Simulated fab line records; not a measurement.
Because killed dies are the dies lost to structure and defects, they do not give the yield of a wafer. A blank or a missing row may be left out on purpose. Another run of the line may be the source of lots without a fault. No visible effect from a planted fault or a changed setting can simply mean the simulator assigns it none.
fab line records    flow n5Finfet
record lots=5  wafers=14  lastDay=18
route steps=1938 shown BEOL_M14@1751 PASSIVATION@1936
lots untouched by any fault: they come from a run of this same line in which no faults occurred
startH: the number of hours between the record's first day and the start of the first shown wafer of the lot    waitH: hours elapsed since this lot's preceding step    " as in the row above    L1.1+2: a row that stands for several wafers    - no value, or no start given    * or withheld: withheld    < > ~ a bound
route shown NAME@n: a module of which the file shows steps, and the number in the route of the first    usual: mean/standard deviation of fault-free wafers    same: alike in all rows    chamber/n: place in a boat    sites: per-site readings    _std_site: standard deviation across them    _edge_site: outer sites' mean less inner sites'    radiusMm: for every site, how far away it sits from the centre of the wafer    mask NAME#n: copy n    behind: tool/chamber where the wafer was last shaped    hold: the reason the lot was held/the length of the hold in hours/how it ended    device: names the non-switching transistor (n, p or np)    end of line: the same wafers' tests at the end of the route    where a step has no rows: the recipe by itself    killed: count of dies lost to structure and defects at first sort (not the wafer's yield)    map: the dies of a wafer, with x for killed, . for not killed, _ for no die there
set.NAME: the setting the step ran with; set.NAME@STEP: the setting that earlier step ran with    model.NAME: the simulator's own value behind a step, which no gauge read
a table for each step, a row for each wafer; lots at some steps of the route
services: when a tool's chamber went out of use (startH, in hours from the record's first day, below 0 if earlier), for how many hours, and the reason
## steps
# step N5_BEOL_M14_ETCH_68
# recipe chemistry=N2/H2  target=SOC  maskMaterial=SiARC  sourceW=3000  biasW=350  tempC=40  timeS=450  ionEnergyEv=200  pressureMtorr=30  n2FlowSccm=200  h2FlowSccm=200
# step N5_BEOL_M14_STRIP_69
# recipe chemistry=N2/H2  tempC=40  n2FlowSccm=200  h2FlowSccm=200  rfFrequencyHz=6e+07
# step N5_BEOL_M14_TRENCH_ETCH_34
# recipe chemistry=C4F8/O2/Ar  target=SiO2  targetDepthA=5566.5  maskMaterial=SOC  heInnerTorr=15  heOuterTorr=30  timeS=126.9  ionEnergyEv=800  pressureMtorr=20  sourceW=1905  biasW=2040  Ar_flow_sccm=400  C4F8_flow_sccm=16  O2_flow_sccm=12
# usual drypumpMotorCurrentA=5.8/0.53  oes_f_703_au=0.82/0.085  oesProductAu=0.82/0.089  rfVppV=2225/37  showerheadPlenumPTorr=3.51/0.093  throttleValvePct=30.79/0.25
lot.wafer  tool        chamber  startH  waitH  drypumpMotorCurrentA  oes_f_703_au  oesProductAu  rfHoursCounterH  rfVppV  showerheadPlenumPTorr  throttleValvePct
L694.2     rieDiel-06  0        273.16  0.0    5.8                   0.65          0.67          247              2282    3.53                   31.06
L694.4     "           2        "       "      6.3                   0.93          0.95          17               2172    3.38                   30.58
L694.5     "           2        "       "      6.3                   0.95          0.95          -                2171    3.38                   30.57
L695.2     rieDiel-01  2        283.07  0.0    5.2                   0.80          0.81          99               2236    3.60                   30.79
L695.4     "           1        "       "      5.8                   0.93          0.94          23               2188    3.68                   30.67
L695.5     "           3        "       "      6.5                   0.90          0.89          -                2256    3.48                   30.56
L699.2     rieDiel-03  1        308.14  0.0    5.5                   0.71          0.69          233              2223    3.50                   30.79
L699.3     "           2        "       "      5.0                   0.77          0.78          123              2187    3.48                   31.45
L699.6     "           1        "       "      5.5                   0.72          0.69          -                2223    3.50                   30.78
L708.4     rieDiel-06  3        358.38  0.0    5.4                   0.84          0.83          59               2193    3.62                   30.81
L708.5     "           1        "       "      6.6                   0.96          0.97          -                2287    3.51                   30.65
L715.4     rieDiel-06  1        402.45  0.0    6.6                   0.93          0.93          23               2286    3.50                   30.68
L715.5     "           1        "       "      6.6                   0.92          0.93          -                2286    3.50                   30.69
L715.6     "           0        "       "      5.8                   0.86          0.87          -                2281    3.51                   30.78
# step N5_BEOL_M14_STRIP_70
# recipe chemistry=C4F8/O2/Ar  resist=SiARC  rfFrequencyHz=6e+07
# step N5_BEOL_M14_OCD_MEAS_35
# usual trenchDepthNm=562/15
lot.wafer  tool    chamber  startH  waitH  trenchDepthNm
L694.2     ocd-01  -        273.32  0.0    552
L694.4     "       -        "       "      569
L694.5     "       -        "       "      571
L695.2     ocd-01  -        283.22  0.0    574
L695.4     "       -        "       "      571
L695.5     "       -        "       "      582
L699.2     ocd-01  -        308.30  0.0    569
L699.3     "       -        "       "      573
L699.6     "       -        "       "      570
L708.4     ocd-01  -        358.54  0.0    534
L708.5     "       -        "       "      560
L715.4     ocd-01  -        402.61  0.0    559
L715.5     "       -        "       "      565
L715.6     "       -        "       "      537
# step N5_BEOL_M14_STRIP_37
# recipe chemistry=O2  powerW=600  tempC=60  pressureMtorr=30  rfFrequencyHz=6e+07  biasPowerW=0  overashFraction=0.3  o2FlowSccm=225
# step N5_BEOL_M14_ETCH_38
# recipe chemistry=CF4/N2  target=SiCN  targetDepthA=1065  taperDeg=2  timeS=120.6  ionEnergyEv=150  maskMaterial=SiO2  pressureMtorr=40  sourceW=430  biasW=70  Ar_flow_sccm=100  cf4FlowSccm=60  n2FlowSccm=60
# usual drypumpMotorCurrentA=5.7/0.53  oesProductAu=0.82/0.083  rfVppV=383.3/1.8  showerheadPlenumPTorr=2.24/0.064  throttleValvePct=15.36/0.22
lot.wafer  tool        chamber  startH  waitH  drypumpMotorCurrentA  oesProductAu  rfHoursCounterH  rfVppV  showerheadPlenumPTorr  throttleValvePct
L694.2     rieDiel-03  2        -       -      5.0                   0.80          110              381.6   2.23                   15.73
L694.4     "           0        "       "      5.2                   0.84          66               381.7   2.22                   15.19
L694.5     "           2        "       "      5.0                   0.79          -                382.1   2.23                   15.72
L695.2     rieDiel-03  1        -       -      5.4                   0.70          222              383.1   2.26                   15.56
L695.4     "           0        "       "      5.2                   0.83          70               384.5   2.22                   15.17
L695.5     "           1        "       "      5.5                   0.70          -                383.2   2.26                   15.55
L699.2     rieDiel-06  3        -       -      5.4                   0.87          40               384.7   2.33                   15.28
L699.3     "           2        "       "      6.3                   0.93          29               381.2   2.16                   15.12
L699.6     "           3        "       "      5.4                   0.86          -                386.3   2.33                   15.26
L708.4     rieDiel-03  0        -       -      5.2                   0.81          94               384.1   2.21                   15.24
L708.5     "           2        "       "      5.0                   0.76          -                382.5   2.22                   15.80
L715.4     rieDiel-01  1        -       -      5.7                   0.87          65               386.3   2.34                   15.10
L715.5     "           0        "       "      6.3                   0.69          -                385.4   2.27                   15.47
L715.6     "           1        "       "      5.8                   0.86          -                385.9   2.34                   15.12
# step N5_BEOL_M14_PRECLEAN_39
# recipe chemistry=residueRemover  timeS=60  tempC=40
# step N5_BEOL_M14_SRD_40
# recipe timeS=30  tempC=23  rinseLiquid=diw  dry=n2Spin  spinRpm=1500  dryTimeS=30
# step N5_BEOL_M14_DEGAS_41
# recipe ambient=vacuum  tempC=300  timeS=60
# step N5_BEOL_M14_PRE_CLEAN_42
# recipe gas=H2/He  timeS=30  tempC=300
# step N5_BEOL_M14_SPUTTER_43
# recipe material=TaN  targetThkA=150  tempC=50  biasV=168.6  powerW=15000  chamberPressurePa=0.12  timeS=24.19
# usual throttleValvePct=30.3/1.2
lot.wafer  tool           chamber  startH  waitH  throttleValvePct
L694.2     pvdSputter-01  -        274.75  0.0    31.9
L694.4     "              -        "       "      28.6
L694.5     "              -        "       "      30.5
L695.2     pvdSputter-02  -        284.11  0.0    30.1
L695.4     "              -        "       "      30.8
L695.5     "              -        "       "      30.6
L699.2     pvdSputter-01  -        308.78  0.0    28.3
L699.3     "              -        "       "      32.0
L699.6     "              -        "       "      28.6
L708.4     pvdSputter-02  -        359.54  0.0    30.1
L708.5     "              -        "       "      30.3
L715.4     pvdSputter-01  -        405.79  0.0    30.3
L715.5     "              -        "       "      31.0
L715.6     "              -        "       "      31.8
# step N5_BEOL_M14_SPUTTER_44
# recipe material=Ta  targetThkA=150  tempC=50  biasV=80  powerW=15000  chamberPressurePa=0.07  timeS=24.19
# usual throttleValvePct=30.3/1.2
lot.wafer  tool           chamber  startH  waitH  throttleValvePct  model.Ta_of_BEOL_M14_SPUTTER_44.thkNm
L694.2     pvdSputter-01  -        274.83  0.0    32.0              15
L694.4     "              -        "       "      28.1              15.2
L694.5     "              -        "       "      30.2              14.8
L695.2     pvdSputter-02  -        284.19  0.0    29.9              14.8
L695.4     "              -        "       "      31.0              14.8
L695.5     "              -        "       "      30.7              14.8
L699.2     pvdSputter-01  -        308.86  0.0    28.4              14.8
L699.3     "              -        "       "      31.8              14.8
L699.6     "              -        "       "      28.5              14.8
L708.4     pvdSputter-02  -        359.62  0.0    30.0              8
L708.5     "              -        "       "      30.0              15
L715.4     pvdSputter-01  -        405.87  0.0    30.4              15
L715.5     "              -        "       "      31.0              15.2
L715.6     "              -        "       "      32.2              15
# step N5_BEOL_M14_SPUTTER_45
# recipe material=Cu  targetThkA=1000  tempC=-20  biasV=60  powerW=26000  chamberPressurePa=0.13  timeS=16.67
# usual throttleValvePct=30.3/1.2
lot.wafer  tool           chamber  startH  waitH  throttleValvePct
L694.2     pvdSputter-01  -        274.91  0.0    31.9
L694.4     "              -        "       "      28.5
L694.5     "              -        "       "      30.0
L695.2     pvdSputter-02  -        284.27  0.0    30.2
L695.4     "              -        "       "      30.9
L695.5     "              -        "       "      31.0
L699.2     pvdSputter-01  -        308.94  0.0    28.2
L699.3     "              -        "       "      32.1
L699.6     "              -        "       "      28.6
L708.4     pvdSputter-02  -        359.70  0.0    30.1
L708.5     "              -        "       "      30.1
L715.4     pvdSputter-01  -        405.95  0.0    30.4
L715.5     "              -        "       "      31.5
L715.6     "              -        "       "      32.1
# step N5_BEOL_M14_ECD_47
# recipe material=Cu  targetThkA=12480
# step N5_BEOL_M14_ANNEAL_48
# recipe tempC=225  timeS=90  ambient=N2
# usual wafer_temp_C_max=225.66/0.23
lot.wafer  tool          chamber  startH  waitH  wafer_temp_C_max
L694.2     rtpAnneal-01  0        276.13  1.1    226.13
L694.4     "             0        "       "      225.72
L694.5     "             0        "       "      225.71
L695.2     rtpAnneal-01  0        284.63  0.2    225.76
L695.4     "             0        "       "      225.67
L695.5     "             0        "       "      225.52
L699.2     rtpAnneal-01  0        309.29  0.2    225.68
L699.3     "             0        "       "      225.83
L699.6     "             0        "       "      225.58
L708.4     rtpAnneal-02  0        360.15  0.2    226.01
L708.5     "             0        "       "      225.95
L715.4     rtpAnneal-02  0        406.41  0.2    225.51
L715.5     "             0        "       "      225.58
L715.6     "             0        "       "      225.71
# step N5_BEOL_M14_CMP_49
# recipe stopOn=SiO2  tOverpolishS=5.2  downForcePsi=2  platenRpm=80  clearingPlatenDownForcePsi=2  clearingPlatenRpm=80  postCmpClean=cuAlkaline  targetThkNm=560  clearingPlatenPadVelocityMS=1.5917  padVelocityMS=1.5917
# usual barrierFieldEndpointS=11.4/0.3  motorCurrentA=8.1/0.91
lot.wafer  tool    chamber  startH  waitH  barrierFieldEndpointS  motorCurrentA
L694.4     cmp-02  2        276.50  0.2    11.4                   10.0
L694.2     "       3        "       "      11.3                   7.9
L694.5     "       2        "       "      11.1                   9.8
L695.2     cmp-02  3        284.92  0.2    11.5                   7.8
L695.4     "       1        "       "      11.5                   7.5
L695.5     "       2        "       "      11.4                   10.2
L699.3     cmp-01  1        309.54  0.2    11.5                   8.6
L699.2     "       2        "       "      11.0                   7.6
L699.6     "       2        "       "      11.2                   7.7
L708.4     cmp-03  1        360.31  0.1    8.9                    8.0
L708.5     "       1        "       "      11.6                   8.1
L715.4     cmp-01  1        406.64  0.2    11.4                   8.8
L715.5     "       3        "       "      11.4                   7.5
L715.6     "       0        "       "      11.6                   7.9
# step N5_BEOL_M14_THK_MEAS_50
# recipe thkMeasGauge=xrf  reads=Cu_of_BEOL_M14_ECD_47
# usual M14_THK=546/15
lot.wafer  tool          chamber  startH  waitH  M14_THK[nm]
L694.2     filmMetro-02  -        276.76  -      542
L694.4     "             -        "       "      560
L694.5     "             -        "       "      560
L695.2     filmMetro-01  -        285.17  -      560
L695.4     "             -        "       "      557
L695.5     "             -        "       "      566
L699.2     filmMetro-01  -        309.84  -      556
L699.3     "             -        "       "      562
L699.6     "             -        "       "      552
L708.4     filmMetro-02  -        360.60  -      530
L708.5     "             -        "       "      549
L715.4     filmMetro-02  -        406.87  -      545
L715.5     "             -        "       "      554
L715.6     "             -        "       "      524
# step N5_PASSIVATION_PROBE_49
# usual defectLimitedYield=91.4/1.5  killed_at_M0_to_M3=34/10  killed_at_M4_up=15/6  killedAtContacts=12/6  killedAtFrontEnd=37/11  killedAtOther=3.3/2.8  killedDies=101/18  killedOpen=66/14  killedShort=33/7.8  sort_bin_5_function=5.0/0.97  sort_bin_6_memory=3.2/0.72  sort_bin_8_speed=0.00/0.01  sortNPass=1079/18  sortYieldPct=91.4/1.5
# same grossDies=1180  killedAtBackSide=0  sort_bin_4_leakage[%]=0
lot.wafer  tool       chamber  startH  waitH  defectLimitedYield[%]  killed_at_M0_to_M3  killed_at_M4_up  killedAtContacts  killedAtFrontEnd  killedAtOther  killedDies  killedOpen  killedShort  sort_bin_5_function[%]  sort_bin_6_memory[%]  sort_bin_8_speed[%]  sortNPass  sortYieldPct[%]
L694.2     prober-01  -        303.05  0.1    92.5                   32                  9                1                 43                4              89          60          27           4.4                     3.1                   0                    1091       92.5
L694.4     prober-01  -        303.15  0.2    92.1                   42                  11               6                 30                4              93          67          26           5.0                     2.6                   0                    1087       92.1
L694.5     prober-01  -        303.20  0.2    92.7                   36                  12               5                 29                4              86          55          30           4.3                     2.6                   0                    1094       92.7
L699.2     prober-02  -        330.91  0.1    93.1                   22                  15               18                26                1              82          51          28           4.1                     2.5                   0                    1098       93.1
L699.3     prober-02  -        330.96  0.1    91.3                   35                  9                15                43                1              103         60          37           5.3                     3.1                   0                    1077       91.3
L699.6     prober-02  -        331.11  0.3    93.6                   16                  14               18                26                2              76          55          18           4.0                     2.3                   0                    1104       93.6
L708.4     prober-01  -        385.81  0.2    94.1                   23                  12               4                 31                0              70          48          22           3.6                     2.0                   0                    1110       94.1
# killed by level:class
L694.2 FIN_SAQP:geometricParticle:open=16 FIN_SAQP:geometricParticle:short=7 DUMMY_GATE:geometricParticle:open=7 BEOL_M3:geometricParticle:open=7 BEOL_M1:geometricParticle:open=5 BEOL_M2:geometricParticle:open=5 BEOL_M0_SAQP:geometricParticle:short=4 BEOL_M0_SAQP:geometricParticle:open=4
L694.4 BEOL_M1:geometricParticle:open=11 BEOL_M2:geometricParticle:open=9 DUMMY_GATE:geometricParticle:open=8 BEOL_M4:geometricParticle:open=7 FIN_SAQP:geometricParticle:open=6 BEOL_M3:geometricParticle:open=6 BEOL_M0_SAQP:geometricParticle:open=5 MOL_CONTACT_COAG:geometricParticle:open=4
L694.5 BEOL_M0_SAQP:geometricParticle:open=9 BEOL_M0_SAQP:geometricParticle:short=7 FIN_SAQP:geometricParticle:short=5 STI_FIN_REVEAL:geometricParticle:open=5 BEOL_M1:geometricParticle:open=5 BEOL_M4:geometricParticle:open=5 STARTING-WAFER:geometricParticle:short=5 MOL_CONTACT_COAG:geometricParticle:open=4
L699.2 MOL_CONTACT_COAG:geometricParticle:open=16 BEOL_M0_SAQP:geometricParticle:open=6 FIN_SAQP:geometricParticle:short=5 BEOL_M0_SAQP:geometricParticle:short=5 BEOL_M5:geometricParticle:short=5 BEOL_M1:geometricParticle:open=4 BEOL_M4:geometricParticle:open=3 STI_FIN_REVEAL:geometricParticle:open=3
L699.3 STI_FIN_REVEAL:geometricParticle:open=15 MOL_CONTACT_COAG:geometricParticle:open=13 FIN_SAQP:geometricParticle:short=8 BEOL_M1:geometricParticle:open=8 BEOL_M1:geometricParticle:short=5 BEOL_M2:geometricParticle:open=5 BEOL_M0_SAQP:geometricParticle:short=4 BEOL_M0:geometricParticle:short=4
L699.6 MOL_CONTACT_COAG:geometricParticle:open=14 STI_FIN_REVEAL:geometricParticle:open=7 BEOL_M4:geometricParticle:open=6 DUMMY_GATE:geometricParticle:open=4 MOL_CONTACT_COAG:geometricParticle:short=4 BEOL_M2:geometricParticle:open=4 GATE_CUT:geometricParticle:short=3 BEOL_M0_SAQP:geometricParticle:open=3
L708.4 STI_FIN_REVEAL:geometricParticle:open=8 BEOL_M0_SAQP:geometricParticle:open=6 FIN_SAQP:geometricParticle:short=5 BEOL_M1:geometricParticle:open=5 MOL_CONTACT_COAG:geometricParticle:open=4 BEOL_M0_SAQP:geometricParticle:short=4 BEOL_M2:geometricParticle:open=4 BEOL_M4:geometricParticle:open=4
## services
tool           chamber  startH  hours  kind
rieDiel-06     3        251.02  9.4    repair
rieDiel-03     3        259.60  4.2    repair
rieDiel-06     0        263.94  4.2    repair
cmp-03         -        274.80  4.0    pm
rieDiel-06     -        277.23  4.3    pm
rieDiel-06     0        284.94  -      clean
rieDiel-06     0        284.94  -      consumableReplace:focusRing
rieDiel-06     0        284.94  15.1   scheduledDown
rieDiel-06     0        284.94  15.1   ventCycle
rieDiel-01     0        287.50  1.8    repair
cmp-01         -        288.82  1.2    repair
cmp-03         -        298.26  0.7    repair
rieDiel-03     0        303.24  7.5    repair
rieDiel-06     2        309.91  2.8    repair
cmp-01         -        310.90  4.0    pm
rieDiel-06     1        313.78  -      clean
rieDiel-06     1        313.78  -      consumableReplace:focusRing
rieDiel-06     1        313.78  20.5   scheduledDown
rieDiel-03     1        321.25  4.6    repair
cmp-03         -        343.51  2.6    repair
pvdSputter-02  -        346.78  6.9    repair
rtpAnneal-02   -        361.02  5.6    pm
rieDiel-01     -        373.96  1.1    repair
rieDiel-01     1        378.85  1.3    repair
## key
firstSign step=N5_BEOL_M14_CMP_49  reading=barrierFieldEndpointS  direction=down  sigmas=8.3  usual=11.4  struck=8.9
effect none on later readings
modelEffect step=N5_BEOL_M14_SPUTTER_44  value=Ta_of_BEOL_M14_SPUTTER_44.thkNm  without=14.8  struck=8
metAt N5_BEOL_M14_SPUTTER_44
struckWafers L708.4
onsetBetween 284.19 359.62
fault kind=processParameterDrift  tool=pvdSputter-02  chamber=-  onsetH=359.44  steps=N5_BEOL_M14_SPUTTER_44  channel=timeS  offset=*  shape=step  endH=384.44  scope=struckWafersOnly  actsIn=*  stated=*
